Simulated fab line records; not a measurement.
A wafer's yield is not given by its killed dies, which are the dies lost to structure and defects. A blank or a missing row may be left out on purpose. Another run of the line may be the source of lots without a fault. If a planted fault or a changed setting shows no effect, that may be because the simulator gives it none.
The tool behind it: which one?    flow n5Finfet    24 lots with 72 wafers sampled at 4 steps, on a route of 1938 steps

WHAT EACH GAUGE READ, for each wafer
N5_BEOL_M13_OVL_MEAS_11.
lot   measured      on          V12_OVL (nm)
L074  day 14 03:52  overlay-01  0 2 -5
L077  day 14 20:39  overlay-02  -1 2 1
L075  day 15 01:29  overlay-02  -2 -5 1
L076  day 15 06:38  overlay-01  -1 -2 0
L078  day 15 12:58  overlay-02  9 -2 11
L080  day 15 23:51  overlay-02  10 7 12
L082  day 16 03:30  overlay-02  2 4 7
L079  day 16 16:07  overlay-02  7 17 7
L086  day 17 07:39  overlay-01  12 8 9
L081  day 17 14:00  overlay-02  2 -7 -1
L083  day 17 18:58  overlay-02  3 -3 1
L084  day 17 19:08  overlay-02  4 8 11
L090  day 18 04:34  overlay-02  6 -5 1
L085  day 18 05:12  overlay-02  10 7 10
L089  day 18 20:01  overlay-02  -3 4 2
L087  day 18 23:29  overlay-02  -5 4 2
L088  day 18 23:57  overlay-02  15 14 11
L091  day 19 03:59  overlay-02  -3 -4 -2
L096  day 19 15:03  overlay-02  -4 -12 0
L092  day 19 18:28  overlay-02  -1 -2 -8
L094  day 19 18:38  overlay-02  10 6 7
L093  day 20 04:20  overlay-02  -2 0 0
L095  day 20 04:44  overlay-02  8 13 11
L097  day 20 11:43  overlay-02  7 5 10

N5_BEOL_M13_OVL_MEAS_29.
lot   measured      on          M13_OVL (nm)
L074  day 14 04:49  overlay-01  4 5 1
L077  day 14 21:35  overlay-02  3 0 -7
L075  day 15 02:33  overlay-01  -5 -1 -2
L076  day 15 07:35  overlay-02  7 -1 4
L078  day 15 14:31  overlay-01  -13 -4 -3
L080  day 16 00:49  overlay-01  -3 -1 6
L082  day 16 04:29  overlay-01  -5 -6 -3
L079  day 16 17:03  overlay-02  7 8 2
L086  day 17 08:36  overlay-01  4 4 7
L081  day 17 15:04  overlay-02  -3 -10 -10
L083  day 17 20:02  overlay-02  -5 -7 0
L084  day 17 20:22  overlay-02  1 -6 -3
L090  day 18 05:36  overlay-01  6 -1 -6
L085  day 18 06:19  overlay-01  -8 -10 -2
L089  day 18 21:28  overlay-02  -2 -9 -6
L087  day 19 00:34  overlay-02  -5 -3 -13
L088  day 19 00:54  overlay-02  -9 -6 -7
L091  day 19 05:15  overlay-02  -10 -5 -10
L096  day 19 16:02  overlay-02  -5 -2 -9
L092  day 19 20:05  overlay-02  -10 -3 -8
L094  day 19 20:38  overlay-02  -6 -7 -7
L093  day 20 05:17  overlay-02  -3 -3 0
L095  day 20 05:49  overlay-02  -5 5 3
L097  day 20 12:40  overlay-02  10 5 12

WHICH TOOL RAN EACH LOT (tool, then ch and the chambers of the sampled wafers, then the start)
lot   N5_BEOL_M12_SPUTTER_43       N5_BEOL_M12_ANNEAL_48
L074  pvdSputter-03, day 14 01:48  rtpAnneal-01 ch 0, day 14 02:28
L077  pvdSputter-03, day 14 18:53  rtpAnneal-01 ch 0, day 14 19:26
L075  pvdSputter-03, day 14 22:36  rtpAnneal-01 ch 0, day 14 23:14
L076  pvdSputter-01, day 15 04:50  rtpAnneal-02 ch 0, day 15 05:18
L078  pvdSputter-03, day 15 11:09  rtpAnneal-01 ch 0, day 15 11:37
L080  pvdSputter-01, day 15 21:51  rtpAnneal-02 ch 0, day 15 22:28
L082  pvdSputter-03, day 16 01:41  rtpAnneal-01 ch 0, day 16 02:12
L079  pvdSputter-01, day 16 14:25  rtpAnneal-02 ch 0, day 16 14:58
L086  pvdSputter-01, day 17 05:46  rtpAnneal-01 ch 0, day 17 06:25
L081  pvdSputter-02, day 17 12:11  rtpAnneal-02 ch 0, day 17 12:41
L083  pvdSputter-03, day 17 17:10  rtpAnneal-02 ch 0, day 17 17:38
L084  pvdSputter-01, day 17 17:20  rtpAnneal-01 ch 0, day 17 17:46
L090  pvdSputter-03, day 18 02:46  rtpAnneal-02 ch 0, day 18 03:16
L085  pvdSputter-01, day 18 03:22  rtpAnneal-02 ch 0, day 18 03:50
L089  pvdSputter-01, day 18 18:02  rtpAnneal-01 ch 0, day 18 18:38
L087  pvdSputter-02, day 18 21:01  rtpAnneal-02 ch 0, day 18 22:08
L088  pvdSputter-02, day 18 21:22  rtpAnneal-01 ch 0, day 18 22:37
L091  pvdSputter-01, day 19 02:11  rtpAnneal-02 ch 0, day 19 02:42
L096  pvdSputter-03, day 19 12:54  rtpAnneal-02 ch 0, day 19 13:47
L092  pvdSputter-02, day 19 16:30  rtpAnneal-01 ch 0, day 19 17:01
L094  pvdSputter-01, day 19 16:31  rtpAnneal-02 ch 0, day 19 17:14
L093  pvdSputter-01, day 20 02:30  rtpAnneal-02 ch 0, day 20 02:58
L095  pvdSputter-03, day 20 02:55  rtpAnneal-02 ch 0, day 20 03:20
L097  pvdSputter-02, day 20 10:01  rtpAnneal-02 ch 0, day 20 10:34
- N5_BEOL_M12_SPUTTER_43: material TaN, target thk 15 nm, time 24.19 s.
- N5_BEOL_M12_ANNEAL_48: time 90 s.

AS READ BY THE TOOLS THEMSELVES (means over the sampled wafers that have a number; for cases with no such wafer, the mark the record gives instead)
N5_BEOL_M12_SPUTTER_43.
lot   tool           cathodeDcPowerW (W)  throttleValvePct (%)
L074  pvdSputter-03  14997                30.6
L077  pvdSputter-03  15001                30.0
L075  pvdSputter-03  15000                29.8
L076  pvdSputter-01  15001                29.2
L078  pvdSputter-03  15000                29.9
L080  pvdSputter-01  15003                29.5
L082  pvdSputter-03  15002                29.8
L079  pvdSputter-01  15002                29.6
L086  pvdSputter-01  14999                30.0
L081  pvdSputter-02  15000                29.5
L083  pvdSputter-03  15000                30.0
L084  pvdSputter-01  15001                30.7
L090  pvdSputter-03  15000                29.7
L085  pvdSputter-01  14999                30.1
L089  pvdSputter-01  15000                30.2
L087  pvdSputter-02  14999                29.8
L088  pvdSputter-02  15000                29.7
L091  pvdSputter-01  15002                30.5
L096  pvdSputter-03  15003                31.0
L092  pvdSputter-02  14999                30.2
L094  pvdSputter-01  15003                30.0
L093  pvdSputter-01  15001                30.1
L095  pvdSputter-03  15000                29.8
L097  pvdSputter-02  14998                30.0

N5_BEOL_M12_ANNEAL_48.
lot   tool          wafer_temp_C_max
L074  rtpAnneal-01  226.14
L077  rtpAnneal-01  226.29
L075  rtpAnneal-01  226.48
L076  rtpAnneal-02  226.03
L078  rtpAnneal-01  226.16
L080  rtpAnneal-02  225.78
L082  rtpAnneal-01  226.30
L079  rtpAnneal-02  225.94
L086  rtpAnneal-01  226.36
L081  rtpAnneal-02  225.93
L083  rtpAnneal-02  225.98
L084  rtpAnneal-01  226.51
L090  rtpAnneal-02  226.18
L085  rtpAnneal-02  226.01
L089  rtpAnneal-01  225.95
L087  rtpAnneal-02  225.96
L088  rtpAnneal-01  226.18
L091  rtpAnneal-02  226.09
L096  rtpAnneal-02  225.95
L092  rtpAnneal-01  226.18
L094  rtpAnneal-02  225.90
L093  rtpAnneal-02  225.77
L095  rtpAnneal-02  226.01
L097  rtpAnneal-02  226.10

THE ANSWER, worked out from the rows above alone
Rule: what is usual is taken from the lots themselves. The widest of any qualifying gaps counts: lots, ordered by their means at a reading, are off when they make up no more than a third of the lots, leave a main group of 4 or more, and stand apart from it by 3 or more times the standard deviation of that group's means. A main group is skipped when, at the precision printed for the reading in the tables above, its means are all equal. A lot without any number at a reading at which 4 lots or more have one is off too. Any other lot the step has rows for is counted as sound. The gauges are gone through in route order, then the tools' own readings, and for those a lot's mean is taken as printed above. The first step at which some lot is off is used, and at that step the reading that is off furthest; a lot without a number counts as furthest.
No lot is off at any reading shown: from this, nothing can be told.

WHAT WAS PUT IN BY THE SIMULATOR
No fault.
